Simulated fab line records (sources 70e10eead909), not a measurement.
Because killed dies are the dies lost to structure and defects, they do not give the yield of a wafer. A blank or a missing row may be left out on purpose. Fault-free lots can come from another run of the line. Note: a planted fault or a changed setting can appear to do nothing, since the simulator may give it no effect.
Chamber matching + flow nandHarc + pecvd-01 running NHARC_P_BONDPAD_DEP_00: 3 sister chambers
The step deposits SiCN, target thk 250 nm. 14 wafers are shown with their chamber, then 7 later ones without.

== WAFERS WITH THEIR CHAMBER ==
| wafer  | chamber | heaterPowerW (W) | chamberPressureTorr (Torr) |
|--------|---------|------------------|----------------------------|
| L081.2 | 2       | 516              | 3.004                      |
| L081.4 | 2       | 525              | 2.997                      |
| L081.5 | 1       | 542              | 2.996                      |
| L085.1 | 2       | 552              | 2.999                      |
| L085.3 | 1       | 501              | 3.014                      |
| L085.6 | 2       | 554              | 3.001                      |
| L089.2 | 0       | 526              | 3.009                      |
| L089.4 | 2       | 577              | 3.004                      |
| L089.5 | 0       | 524              | 3.006                      |
| L088.3 | 0       | 540              | 2.999                      |
| L088.5 | 2       | 534              | 2.995                      |
| L088.6 | 0       | 550              | 2.997                      |
| L090.1 | 1       | 546              | 3.000                      |
| L090.2 | 0       | 457              | 2.991                      |

SIGNATURES, as means of the wafers listed above
| reading             | chamber 0 | chamber 1 | chamber 2 | scatter within a chamber |
|---------------------|-----------|-----------|-----------|--------------------------|
| heaterPowerW        | 519.40    | 529.67    | 543.00    | 28.7                     |
| chamberPressureTorr | 3.00040   | 3.00333   | 3.00000   | 0.00642                  |
Rule: a wafer's distance from a chamber is the root of the sum, over the readings, of the square of ((its reading less the chamber's mean) divided by the reading's scatter). The wafer belongs to the nearest chamber; if the next one is less than 2 further off, it can't be placed. The scatter is the square root of a quotient: the sum, over the shown wafers, of each reading's squared deviation from its chamber's mean, divided by wafers minus chambers.

== WAFERS WITH NO CHAMBER GIVEN ==
| wafer  | heaterPowerW (W) | chamberPressureTorr (Torr) |
|--------|------------------|----------------------------|
| L090.3 | 546              | 3.000                      |
| L091.2 | 540              | 2.993                      |
| L091.3 | 506              | 2.989                      |
| L091.6 | 564              | 3.016                      |
| L094.1 | 521              | 2.998                      |
| L094.4 | 575              | 3.011                      |
| L094.5 | 533              | 2.998                      |

== EACH ONE'S CHAMBER ==
| wafer  | from the rows above          | in truth |
|--------|------------------------------|----------|
| L090.3 | can't be placed: 2 or 1 or 0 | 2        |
| L091.2 | can't be placed: 2 or 0 or 1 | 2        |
| L091.3 | can't be placed: 0 or 2 or 1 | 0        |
| L091.6 | can't be placed: 1 or 2 or 0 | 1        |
| L094.1 | can't be placed: 0 or 2 or 1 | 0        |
| L094.4 | can't be placed: 1 or 2 or 0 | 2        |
| L094.5 | can't be placed: 2 or 0 or 1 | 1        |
Correct placement for 0 of the 7. Can't be placed from these rows: 7 (the true chamber is among the candidates in 7). 0 placed wrongly.
